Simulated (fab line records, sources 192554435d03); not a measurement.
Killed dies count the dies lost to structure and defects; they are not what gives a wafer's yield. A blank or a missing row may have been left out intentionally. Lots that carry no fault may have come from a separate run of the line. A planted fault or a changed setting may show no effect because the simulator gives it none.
The tool behind it: which one?    flow n5-finfet    at 1 step of a route of 1938, 9 lots with 26 wafers sampled

## WHAT EACH GAUGE READ, for each wafer
N5_SD_ACTIVATION_RS_MEAS_03: measurement is done with a four-point probe.
lot   measured     on             RS_SD_N (ohm/sq)
L773  day 3 10:50  film-metro-01  22.16 21.60 21.95
L774  day 3 16:57  film-metro-02  21.63 21.45 21.32
L775  day 3 22:00  film-metro-02  22.39 22.37 22.48
L776  day 4 05:19  film-metro-01  22.16 22.01 22.22
L785  day 6 15:02  film-metro-02  21.45 21.64
L787  day 6 22:46  film-metro-02  21.62 21.74 21.90
L790  day 7 17:19  film-metro-02  21.81 21.86 21.79
L791  day 7 20:58  film-metro-02  21.28 21.68 21.55
L796  day 9 03:00  film-metro-02  21.34 21.69 21.40

## WHAT TOOL EACH LOT RAN ON (gives the tool, then ch and the chambers of the sampled wafers, and finally the start)
There is no process step in the record ahead of these readings.

## THE ANSWER, worked out from the rows above alone
Rule: the usual values come from the lots themselves. The widest of any qualifying gaps counts: lots, ordered by their means at a reading, are off when they make up no more than a third of the lots, leave a main group of 4 or more, and stand apart from it by 3 or more times the standard deviation of that group's means. A main group whose means are all the same, to the digits that the tables above print for the reading, isn't used. Also off: a lot with no number at a reading for which 4 or more lots have one. Where the step has rows for the other lots, those lots are counted as sound.
No lot is off at any reading shown: from this, nothing can be told.

## WHAT WAS PUT IN BY THE SIMULATOR
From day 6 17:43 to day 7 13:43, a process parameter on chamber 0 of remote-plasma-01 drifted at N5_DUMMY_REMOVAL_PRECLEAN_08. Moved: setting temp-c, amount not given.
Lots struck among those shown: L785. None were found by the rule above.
